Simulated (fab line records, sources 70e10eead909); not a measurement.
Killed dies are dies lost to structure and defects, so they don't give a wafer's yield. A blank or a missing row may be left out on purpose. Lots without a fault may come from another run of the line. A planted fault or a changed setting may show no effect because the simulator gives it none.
fab line records | flow nand_harc
record lots=24 wafers=72 last_day=25
route steps=1159 shown A_STAIRCASE@557
lots that met no fault: from a run of the same line without faults
start_h: hours from the record's first day to the start of the lot's first wafer shown | wait_h: hours since the lot's step before | " the same as in the row above | L1.1+2: a row that stands for several wafers | - no value, or no start given | * or withheld: withheld | < > ~ a bound
route shown NAME@n: a module of which the file shows steps, and the number in the route of the first | usual: mean/standard deviation of fault-free wafers | same: alike in all rows | chamber/n: place in a boat | sites: the reading at each site | _std_site: their standard deviation | _edge_site: outer sites' mean less inner sites' | radius_mm: how far each site lies from the wafer's centre | mask NAME#n: copy n | behind: the tool/chamber that last shaped the wafer | hold: why the lot was held/for how many hours/how that ended | device: the transistor (n, p or np) that didn't switch | end of line: the same wafers' tests at the end of the route | a step without rows: its recipe alone | killed: dies lost to structure and defects at the first sort, not the wafer's yield | map: a wafer's dies, x killed, . not, _ none there
set.NAME: the setting as run; set.NAME@STEP: as run at that earlier step | model.NAME: the simulator's own value behind a step, which no gauge read
steps of the route over a sample of lots; a table a step, a row a wafer
services: from which hour (start_h, from the record's first day; less than 0 if before it) a tool's chamber was out of use, for how many hours, and why
## steps
# step NHARC_A_STAIRCASE_TRIM_20
# recipe time_s=211.2 o2_flow_sccm=500 ar_flow_sccm=0 bias_w=0 chemistry=O2
# usual drypump_motor_current_A=5.6/0.51 oes_product_au=0.999/0.0076 rf_vpp_V=57.7/0.92 showerhead_plenum_p_Torr=3.49/0.16 throttle_valve_pct=17.035/0.0082
# same time_s=211.2
# columns lot.wafer tool chamber start_h wait_h drypump_motor_current_A oes_product_au rf_hours_counter_h rf_vpp_V showerhead_plenum_p_Torr throttle_valve_pct
L074.4 rie_diel-01 1 238.31 0.1 5.5 0.996 35 57.0 3.35 17.040
L074.1 " 0 " " 5.8 0.990 23 58.4 3.68 17.034
L074.5 " 1 " " 5.5 1.005 - 56.2 3.35 17.045
L077.3 rie_diel-01 2 247.68 0.1 4.8 0.996 39 56.3 3.59 17.031
L077.4 " 0 " " 5.8 0.995 25 58.8 3.68 17.027
L077.6 " 2 " " 4.8 1.001 - 58.9 3.59 17.041
L075.2 rie_diel-01 0 251.84 0.1 5.8 0.994 27 58.5 3.68 17.037
L075.4 " 3 " " 5.2 1.000 30 58.5 3.69 17.049
L075.6 " 0 " " 5.8 1.003 - 59.2 3.68 17.036
L076.2 rie_diel-08 0 254.64 0.1 5.9 1.001 49 57.4 3.31 17.040
L076.1 " 3 " " 5.5 0.993 51 57.2 3.31 17.036
L076.6 " 1 " " 6.4 1.000 - 56.8 3.43 17.039
L078.4 rie_diel-01 2 255.07 0.1 4.9 0.982 43 59.0 3.58 17.029
L078.3 " 1 " " 5.5 0.986 41 58.3 3.35 17.030
L078.5 " 3 " " 5.2 0.994 - 56.3 3.69 17.037
L080.3 rie_diel-01 0 263.48 0.1 5.8 0.993 31 57.6 3.67 17.032
L080.2 " 2 " " 4.8 1.000 47 58.6 3.58 17.038
L080.1 " 3 " " 5.2 0.996 35 58.1 3.68 17.032
L079.2 rie_diel-04 1 264.30 0.1 5.0 1.009 57 58.4 3.50 17.027
L079.3 " 0 " " 6.0 0.986 55 58.6 3.61 17.048
L079.5 " 2 " " 5.4 0.994 - 56.5 3.51 17.030
L082.3 rie_diel-01 1 278.64 0.1 5.5 0.990 51 57.0 3.34 17.030
L082.2 " 3 " " 5.2 0.991 42 58.4 3.68 17.024
L082.6 " 1 " " 5.5 0.997 - 58.0 3.34 17.012
L081.4 rie_diel-01 2 279.63 0.1 4.8 1.000 55 58.7 3.58 17.031
L081.1 " 0 " " 5.8 0.992 36 57.0 3.67 17.056
L081.6 " 3 " " 5.2 0.989 - 59.5 3.68 17.025
L084.4 rie_diel-08 1 291.45 0.1 6.4 1.009 60 58.0 3.42 17.041
L084.1 " 3 " " 5.5 1.002 65 57.5 3.30 17.040
L084.6 " 0 " " 5.9 1.007 - 56.5 3.31 17.025
L083.2 rie_diel-08 0 295.42 0.1 5.9 1.000 62 56.4 3.31 17.040
L083.4 " 1 " " 6.4 1.001 62 58.3 3.42 17.039
L083.5 " 1 " " 6.4 0.990 - 57.2 3.42 17.038
L087.4 rie_diel-01 1 313.20 0.1 5.5 0.993 62 57.1 3.34 17.019
L087.1 " 3 " " 5.2 0.993 51 58.8 3.68 17.028
L087.5 " 0 " " 5.8 0.991 - 57.9 3.67 17.034
L086.4 rie_diel-04 3 320.51 0.1 6.7 0.997 6 58.0 3.38 17.034
L086.1 " 0 " " 5.9 1.003 10 60.3 3.60 17.034
L086.2 " 1 " " 5.0 1.008 4 59.7 3.49 17.035
L085.3 rie_diel-08 3 320.55 0.1 5.5 0.995 5 56.1 3.29 17.052
L085.1 " 0 " " 5.9 0.992 5 56.0 3.30 17.049
L085.6 " 0 " " 5.9 0.989 - 56.4 3.30 17.033
L088.4 rie_diel-08 3 321.04 0.1 5.5 0.993 5 57.0 3.29 17.038
L088.3 " 1 " " 6.4 1.002 6 58.1 3.42 17.032
L088.5 " 0 " " 5.9 0.995 - 57.3 3.30 17.035
L089.4 rie_diel-08 1 324.14 0.1 6.4 1.007 7 59.7 3.42 17.038
L089.1 " 2 " " 5.2 1.002 7 57.8 3.76 17.039
L089.5 " 3 " " 5.5 0.995 - 58.6 3.29 17.019
L090.3 rie_diel-08 1 332.65 0.1 6.4 1.006 12 57.1 3.41 17.048
L090.1 " 2 " " 5.2 1.007 11 59.6 3.76 17.040
L090.6 " 2 " " 5.2 1.009 - 57.9 3.76 17.045
L091.4 rie_diel-04 1 335.68 0.1 5.0 1.006 12 57.7 3.49 17.036
L091.2 " 3 " " 6.7 1.000 13 57.3 3.38 17.039
L091.6 " 2 " " 5.4 1.001 - 57.3 3.49 17.024
L092.3 rie_diel-08 2 336.10 0.1 5.2 1.014 12 58.9 3.76 17.047
L092.2 " 3 " " 5.5 1.016 11 57.1 3.29 17.033
L092.6 " 0 " " 5.9 1.000 - 57.3 3.30 17.035
L093.3 rie_diel-04 3 351.21 0.1 6.7 1.012 19 56.4 3.37 17.030
L093.2 " 0 " " 5.9 1.014 24 57.1 3.59 17.034
L093.4 " 1 " " 5.0 0.999 17 57.6 3.49 17.053
L094.5 rie_diel-08 3 354.90 0.2 5.5 1.003 - 58.0 3.29 17.029
L094.4 " 0 " " 5.9 0.997 - 57.6 3.29 17.035
L094.6 " 2 " " 5.2 1.003 - 57.5 3.76 17.025
L095.2 rie_diel-01 3 357.90 0.1 5.2 1.010 10 58.4 3.67 17.042
L095.5 " 2 " " 4.8 1.001 - 57.8 3.57 17.033
L095.6 " 3 " " 5.2 1.006 - 57.3 3.67 17.035
L097.3 rie_diel-04 1 374.52 0.1 5.0 1.002 24 57.9 3.48 17.020
L097.4 " 2 " " 5.4 1.001 29 56.4 3.49 17.022
L097.6 " 0 " " 6.0 1.003 - 58.1 3.59 17.039
L096.4 rie_diel-04 0 382.46 0.1 5.9 1.008 34 57.0 3.59 17.034
L096.3 " 3 " " 6.7 0.998 29 58.8 3.37 17.048
L096.5 " 1 " " 5.0 1.003 - 57.7 3.48 17.037
# step NHARC_A_STAIRCASE_ETCH_23
# recipe target_depth_a=1000 time_s=40.5 ion_energy_ev=400 c4f8_flow_sccm=20 o2_flow_sccm=10 ar_flow_sccm=withheld rf_w=600 bias_w=1000 chemistry=C4F8/O2
# usual oes_product_au=0.943/0.011 rf_vpp_V=895/5.7
# same time_s=40.5
# columns lot.wafer tool chamber start_h wait_h oes_product_au rf_hours_counter_h rf_vpp_V
L074.4 rie_diel-01 3 - - 0.952 26 903
L074.1 " 0 " " 0.962 23 902
L074.5 " 2 " " 0.952 - 899
L077.4 rie_diel-01 0 - - 0.921 25 902
L077.3 " 1 " " 0.945 37 889
L077.6 " 0 " " 0.925 - 903
L075.4 rie_diel-01 1 - - 0.944 40 890
L075.2 " 2 " " 0.965 42 898
L075.6 " 1 " " 0.952 - 889
L076.1 rie_diel-08 0 - - 0.949 49 888
L076.2 " 1 " " 0.939 47 894
L076.6 " 0 " " 0.951 - 888
L078.3 rie_diel-01 1 - - 0.942 41 890
L078.4 " 3 " " 0.939 31 901
L078.5 " 0 " " 0.947 - 902
L080.1 rie_diel-01 3 - - 0.950 35 902
L080.3 " 1 " " 0.944 44 889
L080.2 " 2 " " 0.939 47 898
L079.3 rie_diel-04 1 - - 0.961 57 895
L079.2 " 2 " " 0.940 50 896
L079.5 " 2 " " 0.937 - 896
L082.2 rie_diel-01 0 - - 0.926 36 901
L082.3 " 1 " " 0.924 51 888
L082.6 " 3 " " 0.946 - 901
L081.1 rie_diel-01 1 - - 0.958 52 889
L081.4 " 3 " " 0.956 42 901
L081.6 " 2 " " 0.950 - 897
L084.1 rie_diel-08 2 - - 0.954 64 905
L084.4 " 0 " " 0.942 61 889
L084.6 " 1 " " 0.940 - 894
L083.2 rie_diel-08 3 - - 0.928 66 887
L083.4 " 0 " " 0.920 63 888
L083.5 " 2 " " 0.936 - 904
L087.4 rie_diel-01 1 - - 0.935 62 889
L087.1 " 3 " " 0.947 51 901
L087.5 " 1 " " 0.938 - 889
L086.1 rie_diel-04 2 - - 0.965 11 896
L086.2 " 3 " " 0.961 6 889
L086.4 " 0 " " 0.944 10 899
L085.1 rie_diel-08 1 - - 0.941 6 891
L085.3 " 2 " " 0.945 5 902
L085.6 " 0 " " 0.927 - 889
L088.3 rie_diel-08 3 - - 0.937 6 890
L088.4 " 1 " " 0.959 6 891
L088.5 " 2 " " 0.943 - 905
L089.4 rie_diel-08 0 - - 0.927 8 887
L089.1 " 3 " " 0.924 8 888
L089.5 " 0 " " 0.912 - 886
L090.1 rie_diel-08 1 - - 0.940 12 894
L090.3 " 0 " " 0.931 11 888
L090.6 " 2 " " 0.943 - 904
L091.2 rie_diel-04 2 - - 0.954 18 893
L091.4 " 0 " " 0.932 18 898
L091.6 " 3 " " 0.957 - 891
L092.2 rie_diel-08 0 - - 0.937 13 886
L092.3 " 1 " " 0.953 13 893
L092.6 " 1 " " 0.953 - 892
L093.2 rie_diel-04 3 - - 0.954 20 892
L093.4 " 0 " " 0.960 24 898
L093.3 " 1 " " 0.960 17 894
L094.6 rie_diel-08 0 - - 0.939 - 886
L094.5 " 2 " " 0.944 - 905
L094.4 " 3 " " 0.956 - 889
L095.2 rie_diel-01 3 - - 0.949 11 900
L095.6 " 1 " " 0.938 - 890
L095.5 " 2 " " 0.936 - 897
L097.3 rie_diel-04 3 - - 0.950 26 890
L097.4 " 0 " " 0.946 31 899
L097.6 " 2 " " 0.956 - 896
L096.4 rie_diel-04 3 - - 0.957 29 889
L096.3 " 2 " " 0.940 32 894
L096.5 " 0 " " 0.952 - 898
# step NHARC_A_STAIRCASE_STRIP_175
# recipe power_w=1500 temp_c=250 chemistry=O2
# usual drypump_motor_current_A=5.8/0.46 heater_power_w=345/27
# columns lot.wafer tool chamber start_h wait_h drypump_motor_current_A heater_power_w rf_hours_counter_h
L074.1 plasma_asher-01 1 239.37 0.1 5.7 303 47
L074.4 " 0 " " 6.6 333 -
L074.5 " 1 " " 5.7 301 -
L077.3 plasma_asher-02 0 249.03 0.3 5.8 335 -
L077.4 " 1 " " 5.3 385 -
L077.6 " 0 " " 5.8 335 -
L075.2 plasma_asher-02 1 252.98 0.1 5.3 380 20
L075.4 " 1 " " 5.3 386 -
L075.6 " 1 " " 5.3 375 -
L076.1 plasma_asher-01 0 255.71 0.1 6.6 334 53
L076.2 " 1 " " 5.8 304 53
L076.6 " 0 " " 6.6 334 -
L078.4 plasma_asher-02 1 256.23 0.2 5.3 372 -
L078.3 " 0 " " 5.8 343 -
L078.5 " 0 " " 5.8 334 -
L080.1 plasma_asher-02 1 264.67 0.1 5.3 386 24
L080.2 " 0 " " 5.8 344 24
L080.3 " 0 " " 5.8 339 -
L079.2 plasma_asher-01 1 265.70 0.2 5.8 302 57
L079.3 " 0 " " 6.6 324 -
L079.5 " 1 " " 5.8 303 -
L082.2 plasma_asher-02 1 280.05 0.3 5.3 376 31
L082.3 " 0 " " 5.8 333 -
L082.6 " 1 " " 5.3 380 -
L081.1 plasma_asher-02 0 280.74 0.1 5.8 339 31
L081.4 " 0 " " 5.8 330 -
L081.6 " 1 " " 5.3 386 -
L084.1 plasma_asher-01 1 292.49 0.1 5.8 323 3
L084.4 " 0 " " 6.6 328 -
L084.6 " 1 " " 5.8 327 -
L083.2 plasma_asher-02 1 297.04 0.1 5.3 382 36
L083.4 " 0 " " 5.8 335 -
L083.5 " 0 " " 5.9 331 -
L087.1 plasma_asher-02 1 314.30 0.1 5.3 378 40
L087.4 " 0 " " 5.8 338 -
L087.5 " 0 " " 5.8 341 -
L086.2 plasma_asher-02 0 321.62 0.1 5.8 332 44
L086.1 " 1 " " 5.3 379 44
L086.4 " 1 " " 5.3 384 -
L085.1 plasma_asher-01 0 321.93 0.1 6.7 325 13
L085.3 " 1 " " 5.7 323 -
L085.6 " 0 " " 6.7 319 -
L088.3 plasma_asher-02 1 322.28 0.2 5.3 382 -
L088.4 " 0 " " 5.8 341 -
L088.5 " 1 " " 5.3 387 -
L089.1 plasma_asher-02 0 325.73 0.1 5.8 334 45
L089.4 " 1 " " 5.3 374 -
L089.5 " 0 " " 5.9 342 -
L090.1 plasma_asher-02 1 333.76 0.1 5.3 378 49
L090.3 " 0 " " 5.8 344 -
L090.6 " 0 " " 5.8 341 -
L091.2 plasma_asher-02 1 337.34 0.1 5.3 386 50
L091.4 " 1 " " 5.3 389 -
L091.6 " 1 " " 5.3 385 -
L092.2 plasma_asher-01 0 337.48 0.1 6.6 322 18
L092.3 " 1 " " 5.7 328 -
L092.6 " 1 " " 5.7 328 -
L093.2 plasma_asher-01 1 352.33 0.1 5.7 328 22
L093.3 " 1 " " 5.7 330 -
L093.4 " 0 " " 6.6 316 -
L094.4 plasma_asher-02 1 356.45 0.2 5.3 389 -
L094.6 " 0 " " 5.8 333 -
L094.5 " 1 " " 5.3 388 -
L095.2 plasma_asher-01 0 359.13 0.1 6.6 320 23
L095.5 " 1 " " 5.8 328 -
L095.6 " 0 " " 6.6 325 -
L097.3 plasma_asher-01 1 375.65 0.2 5.8 327 -
L097.4 " 0 " " 6.7 324 -
L097.6 " 0 " " 6.6 322 -
L096.3 plasma_asher-02 1 384.01 0.2 5.3 366 -
L096.4 " 0 " " 5.8 343 -
L096.5 " 0 " " 5.8 346 -
# step NHARC_A_STAIRCASE_ETCH_190
# recipe target_depth_a=1000 time_s=40.5 ion_energy_ev=400 c4f8_flow_sccm=20 o2_flow_sccm=10 ar_flow_sccm=withheld rf_w=600 bias_w=1000 chemistry=C4F8/O2
# usual oes_product_au=0.937/0.01 rf_vpp_V=895/5.3
# same time_s=40.5
# columns lot.wafer tool chamber start_h wait_h oes_product_au rf_hours_counter_h rf_vpp_V
L074.1 rie_diel-01 0 - - 0.931 23 902
L074.4 " 1 " " 0.943 35 888
L074.5 " 0 " " 0.939 - 901
L077.3 rie_diel-04 0 - - 0.931 51 898
L077.4 " 1 " " 0.940 52 896
L077.6 " 2 " " 0.943 - 894
L075.2 rie_diel-04 1 - - 0.929 53 894
L075.4 " 3 " " 0.934 48 889
L075.6 " 2 " " 0.934 - 895
L076.1 rie_diel-01 1 - - 0.922 42 889
L076.2 " 2 " " 0.942 44 898
L076.6 " 3 " " 0.937 - 901
L078.4 rie_diel-01 2 - - 0.919 44 898
L078.3 " 3 " " 0.933 32 900
L078.5 " 2 " " 0.931 - 897
L080.1 rie_diel-01 1 - - 0.936 45 890
L080.3 " 2 " " 0.938 48 898
L080.2 " 3 " " 0.933 36 900
L079.2 rie_diel-08 3 - - 0.963 56 887
L079.3 " 0 " " 0.953 53 889
L079.5 " 3 " " 0.959 - 887
L082.2 rie_diel-04 2 - - 0.931 57 896
L082.3 " 0 " " 0.921 63 898
L082.6 " 2 " " 0.918 - 896
L081.1 rie_diel-04 1 - - 0.938 65 895
L081.4 " 1 " " 0.928 - 895
L081.6 " 0 " " 0.924 - 898
L084.4 rie_diel-08 2 - - 0.932 65 906
L084.1 " 0 " " 0.936 62 888
L084.6 " 2 " " 0.932 - 906
L083.2 rie_diel-01 1 - - 0.925 59 888
L083.4 " 2 " " 0.940 61 897
L083.5 " 3 " " 0.936 - 901
L087.1 rie_diel-08 1 - - 0.943 4 891
L087.4 " 2 " " 0.951 4 905
L087.5 " 2 " " 0.950 - 905
L086.1 rie_diel-04 3 - - 0.930 7 892
L086.2 " 0 " " 0.951 11 898
L086.4 " 1 " " 0.948 5 895
L085.1 rie_diel-08 2 - - 0.935 7 905
L085.3 " 0 " " 0.918 8 888
L085.6 " 1 " " 0.931 - 891
L088.4 rie_diel-08 0 - - 0.920 8 888
L088.3 " 3 " " 0.933 7 888
L088.5 " 0 " " 0.927 - 889
L089.1 rie_diel-04 1 - - 0.950 8 894
L089.4 " 2 " " 0.938 14 896
L089.5 " 2 " " 0.936 - 894
L090.1 rie_diel-01 1 - - 0.938 5 889
L090.3 " 2 " " 0.941 4 897
L090.6 " 0 " " 0.947 - 901
L091.4 rie_diel-04 3 - - 0.960 14 890
L091.2 " 1 " " 0.941 13 894
L091.6 " 3 " " 0.953 - 891
L092.3 rie_diel-08 1 - - 0.950 15 893
L092.2 " 0 " " 0.924 14 888
L092.6 " 2 " " 0.947 - 903
L093.3 rie_diel-04 2 - - 0.949 24 895
L093.2 " 3 " " 0.949 20 890
L093.4 " 0 " " 0.949 25 899
L094.4 rie_diel-01 0 - - 0.934 12 899
L094.5 " 0 " " 0.936 - 901
L094.6 " 1 " " 0.923 - 888
L095.2 rie_diel-04 2 - - 0.939 26 895
L095.6 " 0 " " 0.960 - 898
L095.5 " 1 " " 0.939 - 895
L097.4 rie_diel-01 1 - - 0.940 17 889
L097.3 " 2 " " 0.951 14 898
L097.6 " 1 " " 0.955 - 888
L096.4 rie_diel-08 0 - - 0.936 32 885
L096.3 " 2 " " 0.938 31 904
L096.5 " 3 " " 0.935 - 887
# step NHARC_A_STAIRCASE_TRIM_200
# recipe time_s=211.2 o2_flow_sccm=500 ar_flow_sccm=0 bias_w=0 chemistry=O2
# usual drypump_motor_current_A=5.5/0.47 oes_product_au=0.998/0.0071 rf_vpp_V=57.8/0.84 showerhead_plenum_p_Torr=3.51/0.15 throttle_valve_pct=17.036/0.0098
# same time_s=211.2
# columns lot.wafer tool chamber start_h wait_h drypump_motor_current_A oes_product_au rf_hours_counter_h rf_vpp_V showerhead_plenum_p_Torr throttle_valve_pct
L074.4 rie_diel-01 1 - - 5.5 0.987 36 57.2 3.35 17.039
L074.1 " 2 " " 4.8 0.998 38 57.3 3.59 17.045
L074.5 " 1 " " 5.5 0.990 - 58.2 3.35 17.058
L077.3 rie_diel-08 0 - - 5.9 1.003 48 57.5 3.31 17.030
L077.4 " 1 " " 6.4 1.002 46 57.8 3.43 17.047
L077.6 " 3 " " 5.5 1.011 - 58.0 3.31 17.033
L075.4 rie_diel-08 3 - - 5.5 0.995 52 56.8 3.30 17.033
L075.2 " 2 " " 5.2 1.004 50 59.6 3.78 17.029
L075.6 " 3 " " 5.5 0.999 - 57.9 3.30 17.025
L076.2 rie_diel-08 2 - - 5.2 1.006 51 58.3 3.78 17.037
L076.1 " 3 " " 5.5 0.992 53 58.0 3.30 17.025
L076.6 " 1 " " 6.4 0.999 - 58.8 3.43 17.034
L078.3 rie_diel-01 2 - - 4.8 0.998 44 58.4 3.58 17.040
L078.4 " 3 " " 5.2 1.009 33 57.3 3.68 17.041
L078.5 " 2 " " 4.8 0.997 - 57.7 3.58 17.021
L080.1 rie_diel-01 2 - - 4.8 1.000 48 58.2 3.58 17.049
L080.2 " 3 " " 5.2 0.995 36 56.9 3.68 17.040
L080.3 " 1 " " 5.5 0.989 46 56.8 3.34 17.037
L079.2 rie_diel-01 2 - - 4.8 0.996 49 59.3 3.58 17.044
L079.3 " 3 " " 5.2 1.005 37 58.6 3.68 17.026
L079.5 " 1 " " 5.5 0.991 - 57.0 3.34 17.029
L082.3 rie_diel-08 1 - - 6.4 0.992 58 58.0 3.42 17.031
L082.2 " 2 " " 5.2 1.008 61 59.4 3.77 17.034
L082.6 " 3 " " 5.5 0.992 - 58.9 3.30 17.032
L081.1 rie_diel-04 0 - - 5.9 1.000 64 56.9 3.61 17.030
L081.6 " 0 " " 6.0 1.002 - 58.4 3.61 17.035
L081.4 " 1 " " 5.0 0.986 - 57.7 3.50 17.034
L084.4 rie_diel-01 2 - - 4.8 1.010 60 58.6 3.58 17.043
L084.1 " 0 " " 5.8 0.994 42 57.5 3.67 17.028
L084.6 " 2 " " 4.8 0.997 - 58.9 3.58 17.037
L083.2 rie_diel-01 1 - - 5.5 0.992 59 56.8 3.34 17.039
L083.4 " 2 " " 4.8 0.984 62 57.2 3.57 17.033
L083.5 " 2 " " 4.8 0.989 - 58.9 3.57 17.009
L087.1 rie_diel-04 1 - - 5.0 0.998 4 57.3 3.49 17.040
L087.4 " 3 " " 6.7 0.995 5 56.4 3.38 17.047
L087.5 " 1 " " 5.0 1.006 - 57.8 3.49 17.038
L086.2 rie_diel-04 0 - - 5.9 1.001 12 56.9 3.60 17.021
L086.4 " 1 " " 5.0 1.000 6 56.2 3.49 17.065
L086.1 " 2 " " 5.4 1.004 12 58.9 3.49 17.033
L085.1 rie_diel-01 3 - - 5.1 1.019 0 56.8 3.67 17.043
L085.3 " 1 " " 5.5 0.997 0 56.5 3.33 17.039
L085.6 " 3 " " 5.1 1.000 - 58.8 3.67 17.033
L088.4 rie_diel-04 1 - - 5.0 1.005 7 57.5 3.49 17.033
L088.3 " 0 " " 6.0 0.994 13 56.8 3.60 17.035
L088.5 " 1 " " 5.0 0.997 - 57.3 3.49 17.040
L089.1 rie_diel-04 2 - - 5.4 0.996 15 58.8 3.49 17.020
L089.4 " 0 " " 5.9 1.002 15 56.9 3.60 17.030
L089.5 " 3 " " 6.7 0.990 - 57.9 3.38 17.053
L090.1 rie_diel-01 2 - - 4.8 1.004 4 58.0 3.57 17.035
L090.3 " 0 " " 5.8 0.995 5 57.7 3.66 17.039
L090.6 " 2 " " 4.8 1.014 - 57.5 3.57 17.054
L091.2 rie_diel-01 1 - - 5.5 1.014 7 57.8 3.33 17.033
L091.4 " 2 " " 4.8 1.003 6 57.8 3.57 17.033
L091.6 " 3 " " 5.2 1.006 - 57.7 3.67 17.036
L092.3 rie_diel-01 1 - - 5.5 0.999 7 56.1 3.33 17.028
L092.2 " 2 " " 4.8 0.994 6 57.6 3.57 17.027
L092.6 " 1 " " 5.5 1.000 - 58.2 3.33 17.043
L093.3 rie_diel-08 2 - - 5.2 1.005 19 57.1 3.76 17.031
L093.2 " 3 " " 5.5 0.994 19 58.2 3.29 17.030
L093.4 " 3 " " 5.5 0.999 - 56.7 3.29 17.040
L094.4 rie_diel-01 3 - - 5.2 0.998 11 56.9 3.67 17.018
L094.5 " 2 " " 4.8 0.991 - 56.5 3.57 17.056
L094.6 " 3 " " 5.2 1.002 - 58.3 3.67 17.037
L095.2 rie_diel-01 2 - - 4.8 0.990 12 58.1 3.56 17.022
L095.6 " 1 " " 5.5 0.986 - 57.3 3.33 17.047
L095.5 " 2 " " 4.8 0.983 - 57.4 3.56 17.042
L097.3 rie_diel-08 1 - - 6.4 1.003 23 59.4 3.41 17.058
L097.4 " 3 " " 5.5 1.002 27 57.0 3.28 17.029
L097.6 " 1 " " 6.4 1.010 - 57.8 3.41 17.046
L096.4 rie_diel-01 1 - - 5.5 0.999 21 57.8 3.32 17.027
L096.3 " 0 " " 5.8 0.997 21 58.4 3.65 17.033
L096.5 " 2 " " 4.8 0.996 - 59.2 3.56 17.022
# step NHARC_A_STAIRCASE_HM_OPEN_460
# recipe o2_flow_sccm=400 cos_flow_sccm=20 ar_flow_sccm=0 rf_w=500 bias_w=300 chemistry=O2/COS
# usual drypump_motor_current_A=5.6/0.49 oes_product_au=0.997/0.0071 rf_vpp_V=467/3.2 showerhead_plenum_p_Torr=3.10/0.14 throttle_valve_pct=28.331/0.0093
# columns lot.wafer tool chamber start_h wait_h drypump_motor_current_A oes_product_au rf_hours_counter_h rf_vpp_V showerhead_plenum_p_Torr throttle_valve_pct
L074.1 rie_diel-04 1 - - 5.0 0.988 53 467 3.10 28.350
L074.4 " 0 " " 5.9 0.986 51 469 3.20 28.318
L074.5 " 1 " " 5.0 0.990 - 467 3.10 28.333
L077.4 rie_diel-08 3 - - 5.5 0.999 54 462 2.92 28.325
L077.3 " 1 " " 6.4 1.000 49 466 3.03 28.336
L077.6 " 2 " " 5.2 1.000 - 473 3.35 28.329
L075.2 rie_diel-08 0 - - 5.9 0.995 54 463 2.93 28.330
L075.4 " 1 " " 6.4 0.984 52 465 3.03 28.334
L075.6 " 1 " " 6.4 0.991 - 465 3.03 28.327
L076.2 rie_diel-04 1 - - 5.0 0.994 59 467 3.10 28.316
L076.1 " 2 " " 5.4 0.989 52 467 3.10 28.329
L076.6 " 2 " " 5.4 0.992 - 466 3.10 28.328
L078.3 rie_diel-04 1 - - 5.0 1.000 60 466 3.10 28.335
L078.4 " 0 " " 5.9 0.994 - 469 3.19 28.335
L078.5 " 1 " " 5.0 0.998 - 466 3.10 28.340
L079.3 rie_diel-08 2 - - 5.2 1.001 60 471 3.34 28.321
L079.2 " 3 " " 5.5 0.985 61 463 2.92 28.337
L079.5 " 2 " " 5.2 1.003 - 472 3.34 28.330
L080.1 rie_diel-01 2 - - 4.8 0.998 55 467 3.17 28.340
L080.2 " 3 " " 5.2 0.997 42 471 3.26 28.321
L080.3 " 1 " " 5.5 1.004 52 463 2.95 28.337
L082.2 rie_diel-01 0 - - 5.8 0.988 42 470 3.25 28.346
L082.3 " 2 " " 4.8 1.004 60 468 3.16 28.321
L082.6 " 1 " " 5.5 0.988 - 464 2.95 28.336
L081.1 rie_diel-08 0 - - 5.9 0.991 63 464 2.92 28.322
L081.4 " 1 " " 6.4 1.002 63 465 3.03 28.321
L081.6 " 2 " " 5.2 0.992 - 471 3.34 28.318
L084.1 rie_diel-01 0 - - 5.8 1.006 45 470 3.24 28.353
L084.4 " 1 " " 5.5 0.990 61 464 2.95 28.315
L084.6 " 0 " " 5.8 0.985 - 471 3.25 28.325
L083.2 rie_diel-04 3 - - 6.7 0.993 1 465 2.99 28.325
L083.4 " 3 " " 6.7 0.994 - 465 2.99 28.345
L083.5 " 0 " " 5.9 0.996 - 468 3.19 28.319
L087.1 rie_diel-08 1 - - 6.4 0.997 13 465 3.02 28.332
L087.4 " 2 " " 5.2 1.006 12 472 3.33 28.343
L087.5 " 3 " " 5.5 0.998 - 462 2.91 28.334
L086.2 rie_diel-04 0 - - 5.9 0.999 17 469 3.18 28.341
L086.1 " 1 " " 5.0 0.995 12 466 3.09 28.342
L086.4 " 2 " " 5.4 0.989 18 467 3.09 28.335
L088.3 rie_diel-08 0 - - 5.9 0.993 13 464 2.92 28.333
L088.4 " 1 " " 6.4 0.992 14 465 3.02 28.337
L088.5 " 1 " " 6.4 1.001 - 466 3.02 28.333
L085.1 rie_diel-01 2 - - 4.8 0.992 5 469 3.16 28.329
L085.3 " 3 " " 5.2 1.006 5 469 3.25 28.338
L085.6 " 3 " " 5.2 1.003 - 469 3.25 28.340
L089.4 rie_diel-04 3 - - 6.7 1.010 14 464 2.98 28.328
L089.1 " 1 " " 5.0 1.004 13 468 3.09 28.323
L089.5 " 0 " " 5.9 1.004 - 467 3.18 28.336
L090.3 rie_diel-04 0 - - 5.9 1.009 22 469 3.18 28.332
L090.1 " 1 " " 5.0 0.994 16 468 3.09 28.328
L090.6 " 1 " " 5.0 0.999 - 467 3.09 28.344
L091.2 rie_diel-01 1 - - 5.5 1.001 10 463 2.94 28.326
L091.4 " 3 " " 5.2 0.995 9 469 3.25 28.324
L091.6 " 1 " " 5.5 0.993 - 465 2.94 28.316
L092.3 rie_diel-08 0 - - 5.9 0.995 20 463 2.91 28.341
L092.2 " 2 " " 5.2 1.009 18 470 3.33 28.331
L092.6 " 0 " " 5.9 0.991 - 461 2.91 28.342
L093.3 rie_diel-08 2 - - 5.2 1.002 25 470 3.32 28.322
L093.2 " 3 " " 5.5 0.994 25 463 2.90 28.333
L093.4 " 1 " " 6.4 1.005 21 466 3.02 28.319
L094.4 rie_diel-01 1 - - 5.5 0.995 15 463 2.94 28.318
L094.5 " 3 " " 5.2 0.985 - 470 3.24 28.325
L094.6 " 0 " " 5.8 0.989 - 471 3.24 28.344
L095.2 rie_diel-08 0 - - 5.9 0.996 28 461 2.91 28.312
L095.6 " 3 " " 5.5 1.000 - 463 2.90 28.346
L095.5 " 0 " " 5.9 0.996 - 463 2.91 28.329
L097.4 rie_diel-01 0 - - 5.8 0.996 23 470 3.23 28.336
L097.3 " 1 " " 5.5 1.008 23 462 2.94 28.306
L097.6 " 3 " " 5.2 0.997 - 470 3.24 28.337
L096.4 rie_diel-08 3 - - 5.5 0.999 36 463 2.90 28.331
L096.3 " 0 " " 5.9 0.989 37 462 2.90 28.344
L096.5 " 1 " " 6.4 1.005 - 465 3.01 28.331
## services
# columns tool chamber start_h hours kind
rie_diel-01 0 220.86 - clean
rie_diel-01 1 220.86 - clean
rie_diel-01 2 220.86 - clean
rie_diel-01 3 220.86 - clean
rie_diel-04 2 230.12 1.6 repair
rie_diel-01 0 245.36 - clean
rie_diel-01 1 245.36 - clean
rie_diel-01 2 245.36 - clean
rie_diel-01 3 245.36 - clean
rie_diel-04 3 257.33 51.6 repair
rie_diel-01 0 269.86 - clean
rie_diel-01 1 269.86 - clean
rie_diel-01 2 269.86 - clean
rie_diel-01 3 269.86 - clean
plasma_asher-01 - 276.05 9.0 pm
plasma_asher-02 - 283.88 3.5 repair
rie_diel-01 0 294.36 - clean
rie_diel-01 1 294.36 - clean
rie_diel-08 - 302.10 9.0 pm
rie_diel-04 1 307.14 9.6 repair
rie_diel-01 - 315.57 9.0 pm
plasma_asher-01 - 340.79 3.9 repair
rie_diel-08 1 346.30 13.8 repair
plasma_asher-02 - 360.08 9.0 pm
## key
fault none
